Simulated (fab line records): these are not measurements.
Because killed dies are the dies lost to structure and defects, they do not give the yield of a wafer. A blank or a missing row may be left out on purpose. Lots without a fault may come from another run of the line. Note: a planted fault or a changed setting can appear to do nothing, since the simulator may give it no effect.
Comparing a struck lot with a sound one -- flow n5 finfet -- 16 out of 1938 route steps
Sound: these wafers, L562.2, L562.3, L562.4. Wafers struck: L568.3, L568.4, L568.5. Last of all comes the cause.
Order at every step that has rows: each side's tool, ch and its chambers, its first start. Under that, the readings that differ: sound wafers -- struck wafers -- difference of the means -- sigmas: that difference in standard deviations of wafers without a fault.
alike: a reading whose means differ by less than 2 such deviations, as well as words and numbers matching on both sides. not compared: withheld readings; readings where some wafer has no value; bounds like >300 that might hide an equal value; numbers whose values overlap and for which the record gives no deviation.
Wherever a step has rows on one side only, a row that says differs or no value, or a row with sigmas, the two part there. Numbers that have no deviation but don't overlap get no sigmas and don't part them. Lack of a reading on every wafer of one side parts them only where that side has two or more wafers.

N5_BEOL_M0_SAQP_CD_MEAS_40: target cd 30 nm.
  sound on cd sem-02 ch 0, day 7 21:36; struck on cd sem-02 ch 0, day 9 16:03
  alike: cd nm
N5_BEOL_M0_SAQP_OVL_MEAS_41:
  sound on overlay-01 ch 0, day 7 21:38; struck on overlay-01 ch 0, day 9 16:05
  alike: M0_CUT1_OVL
N5_BEOL_M0_SAQP_INSPECT_42: inspects for defects (brightfield).
  sound: defect inspect-02 at day 7 21:41; struck: defect inspect-01 at day 9 16:08
  alike: raw defect count
N5_BEOL_M0_SAQP_DESCUM_45: chemistry O2, time 7 s.
  sound on rie diel-02 ch 1,2, day 7 21:43; struck on rie diel-02 ch 0,2, day 9 16:12
  alike: drypump motor current A, oes product au, rf vpp V, showerhead plenum p Torr, throttle valve pct
  not compared: rf hours counter h
N5_BEOL_M0_SAQP_ETCH_88: etches underlayer in N2/H2, target depth 6.5 nm, time 5.2 s.
  sound on rie diel-02 ch 1,2, day 7 21:46; struck on rie diel-02 ch 0,2, day 9 16:14
  alike: drypump motor current A, etch rf on time s, oes product au, rf vpp V, showerhead plenum p Torr, throttle valve pct
  not compared: rf hours counter h
N5_BEOL_M0_SAQP_ETCH_73: etches SiARC in CF4, target depth 19.5 nm, time 32.5 s.
  sound on rie diel-02 ch 1,2, day 7 21:46; struck on rie diel-02 ch 0,2, day 9 16:15
  alike: drypump motor current A, etch rf on time s, oes product au, rf vpp V, showerhead plenum p Torr, throttle valve pct
  not compared: rf hours counter h
N5_BEOL_M0_SAQP_CUT_ETCH_46: etches SOC in N2/H2, target depth 135 nm, overetch 27 nm, time 202.5 s.
  sound on rie diel-02 ch 1,2, day 7 21:48; struck on rie diel-02 ch 0,2, day 9 16:17
  alike: drypump motor current A, rf vpp V, showerhead plenum p Torr, throttle valve pct
  not compared: rf hours counter h
then, 4 steps without rows for these wafers: N5_BEOL_M0_SAQP_STRIP_74 (strips in N2/H2); N5_BEOL_M0_SAQP_STRIP_89 (strips in N2/H2); N5_BEOL_M0_SAQP_ALD_48 (deposits SiO2, target thk 20 nm, pulse time 1 s, co reactant pulse time 1 s); N5_BEOL_M0_SAQP_ETCH_49 (etches SiO2 in CF4/O2, target depth 37 nm).
N5_BEOL_M0_SAQP_STRIP_75: strips in CF4.
  sound on rie diel-01 ch 1,2,3, day 7 22:43; struck on rie diel-02 ch 1,2, day 9 17:10
  alike: drypump motor current A, oes product au, rf vpp V, showerhead plenum p Torr, throttle valve pct
  not compared: rf hours counter h
N5_BEOL_M0_CUTY_COAT_50: time 60 s, resist thk 15 nm.
  sound on litho track-05 ch 0, day 7 22:46; struck on litho track-05 ch 0, day 9 17:13
reading,sound,struck,difference,sigmas
spin speed rpm (rpm),1499.9 1501.4 1500.0,1647.1 1646.4 1648.4,+146.9,+99 or more
model.SiARC_of_BEOL_M0_CUTY_COAT_50.thk nm (nm),15 15 15,14.4 14.2 14.4,-0.7,
  alike: dispense pressure kPa
then, 1 step without rows for these wafers: N5_BEOL_M0_CUTY_COAT_51 (resist thk 150 nm).
N5_BEOL_M4_RC_MEAS_101:
  sound on prober-02 ch 0, day 9 16:20; struck on prober-01 ch 0, day 11 09:24
  alike: DIBL_N, DIBL_P, IOFF_N, IOFF_P, ION_N, ION_P, SS_N, SS_P, VT_N, VT_P
N5_PASSIVATION_PROBE_49:
  rows exist in the record for the sound wafers here (prober-02, day 13 18:52), none for the struck ones

## WHERE THEY PART
At N5_BEOL_M0_CUTY_COAT_50 first; at N5_PASSIVATION_PROBE_49 last (within this record only).

WHY: what had been put in by the simulator
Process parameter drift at N5_BEOL_M0_CUTY_COAT_50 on litho track-05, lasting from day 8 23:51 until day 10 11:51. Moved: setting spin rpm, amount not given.
